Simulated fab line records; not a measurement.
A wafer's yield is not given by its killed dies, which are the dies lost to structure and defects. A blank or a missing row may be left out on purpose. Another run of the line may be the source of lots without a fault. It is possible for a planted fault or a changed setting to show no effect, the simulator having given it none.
Matching of chambers + flow nand harc + NHARC_P_CONTACT_DEP_30 on pecvd-04: 3 sister chambers
The step deposits SiNx, target thk 30 nm. 22 wafers are shown with their chamber, then 11 later ones without.

== EACH WAFER AND ITS CHAMBER ==
| wafer  | chamber | heater power w (W) |
|--------|---------|--------------------|
| L074.2 | 1       | 588                |
| L074.4 | 0       | 810                |
| L074.5 | 1       | 598                |
| L074.1 | 0       | 819                |
| L074.3 | 2       | 597                |
| L074.6 | 2       | 620                |
| L076.1 | 0       | 683                |
| L076.2 | 1       | 579                |
| L076.3 | 2       | 697                |
| L081.1 | 1       | 658                |
| L081.2 | 0       | 696                |
| L081.5 | 1       | 636                |
| L085.2 | 1       | 609                |
| L085.5 | 1       | 611                |
| L085.6 | 0       | 785                |
| L086.2 | 1       | 561                |
| L086.4 | 0       | 694                |
| L086.5 | 0       | 690                |
| L087.2 | 0       | 806                |
| L087.3 | 0       | 800                |
| L087.4 | 1       | 660                |
| L094.2 | 0       | 798                |

SIGNATURES (means of the wafers above)
| reading        | chamber 0 | chamber 1 | chamber 2 | scatter within a chamber |
|----------------|-----------|-----------|-----------|--------------------------|
| heater power w | 758.10    | 611.11    | 638.00    | 49.2                     |
Rule: a wafer lies at a distance from a chamber equal to the root of the sum of squares, over the readings, of (its reading less the chamber's mean, divided by the reading's scatter). The wafer belongs to the nearest chamber; if the next one is less than 2 further off, it can't be placed. The scatter: the root of (the sum of the squares of (reading less its chamber's mean) over the shown wafers, divided by (wafers less chambers)).

== WAFERS WHOSE CHAMBER IS MISSING ==
| wafer  | heater power w (W) |
|--------|--------------------|
| L094.5 | 635                |
| L094.6 | 816                |
| L093.2 | 680                |
| L093.3 | 770                |
| L093.4 | 665                |
| L093.1 | 662                |
| L093.5 | 792                |
| L093.6 | 646                |
| L097.1 | 639                |
| L097.2 | 609                |
| L097.6 | 654                |

== EACH ONE'S CHAMBER ==
| wafer  | from the rows above          | in truth |
|--------|------------------------------|----------|
| L094.5 | can't be placed: 2 or 1      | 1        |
| L094.6 | 0                            | 0        |
| L093.2 | can't be placed: 2 or 1 or 0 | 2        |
| L093.3 | 0                            | 0        |
| L093.4 | can't be placed: 2 or 1 or 0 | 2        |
| L093.1 | can't be placed: 2 or 1 or 0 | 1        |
| L093.5 | 0                            | 0        |
| L093.6 | can't be placed: 2 or 1      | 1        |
| L097.1 | can't be placed: 2 or 1      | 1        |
| L097.2 | can't be placed: 1 or 2      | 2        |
| L097.6 | can't be placed: 2 or 1 or 0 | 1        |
Placed correctly: 3 of 11. From these rows, 8 cannot be placed; in 8 the true chamber is one of the candidates. Placed wrongly: 0.
